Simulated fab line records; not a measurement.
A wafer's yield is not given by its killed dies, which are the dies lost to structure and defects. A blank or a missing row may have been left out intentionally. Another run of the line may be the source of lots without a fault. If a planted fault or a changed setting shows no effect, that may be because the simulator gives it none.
Chamber matching ; flow n5_finfet ; 4 sister chambers for N5_BEOL_M13_DESCUM_15 on rie_diel-02
The step chemistry O2, time 7.9 s. 18 wafers are shown with their chamber, then 9 later ones without.

## WAFERS PAIRED WITH THEIR CHAMBERS
wafer;chamber;drypump_motor_current_A (A);showerhead_plenum_p_Torr (Torr);throttle_valve_pct (%)
L076.1;3;5.33;2.00;20.48
L076.2;1;5.65;2.03;20.45
L076.4;1;5.67;2.03;20.45
L078.2;0;5.11;2.16;20.24
L078.3;3;5.34;2.00;20.51
L078.6;3;5.33;2.00;20.52
L079.1;0;5.13;2.16;20.21
L079.4;3;5.30;1.99;20.51
L079.6;3;5.32;1.99;20.51
L081.3;3;5.36;1.99;20.53
L081.4;2;5.87;2.11;20.06
L081.5;0;5.14;2.15;20.23
L084.1;3;5.36;1.99;20.53
L084.2;0;5.11;2.15;20.23
L084.6;1;5.64;2.02;20.50
L083.2;3;5.33;1.99;20.52
L083.4;2;5.84;2.11;20.07
L083.6;0;5.13;2.15;20.23

SIGNATURES, as means of the wafers listed above
reading;chamber 0;chamber 1;chamber 2;chamber 3;scatter within a chamber
drypump_motor_current_A;5.1240;5.6533;5.8550;5.3338;0.0178
showerhead_plenum_p_Torr;2.1540;2.0267;2.1100;1.9937;0.00517
throttle_valve_pct;20.2280;20.4667;20.0650;20.5138;0.0169
Rule: a wafer's distance from a chamber is the root of the sum, over the readings, of the square of ((its reading less the chamber's mean) divided by the reading's scatter). The wafer belongs to the nearest chamber; if the next one is less than 2 further off, it can't be placed. The scatter: take each reading less its chamber's mean, square it, sum over the shown wafers, divide by the number of wafers less the number of chambers, and take the root.

## WAFERS WITH NO CHAMBER GIVEN
wafer;drypump_motor_current_A (A);showerhead_plenum_p_Torr (Torr);throttle_valve_pct (%)
L085.1;5.34;1.99;20.53
L085.5;5.10;2.15;20.24
L085.6;5.67;2.02;20.49
L086.1;5.83;2.11;20.06
L086.2;5.34;1.99;20.53
L086.4;5.68;2.02;20.51
L092.2;5.11;2.15;20.26
L092.4;5.63;2.01;20.52
L092.6;5.84;2.11;20.08

## EACH ONE'S CHAMBER
wafer;from the rows above;in truth
L085.1;3;3
L085.5;0;0
L085.6;1;1
L086.1;2;2
L086.2;3;3
L086.4;1;1
L092.2;0;0
L092.4;1;1
L092.6;2;2
Correct placement for 9 of the 9. From these rows, 0 cannot be placed. Wrongly placed: 0.
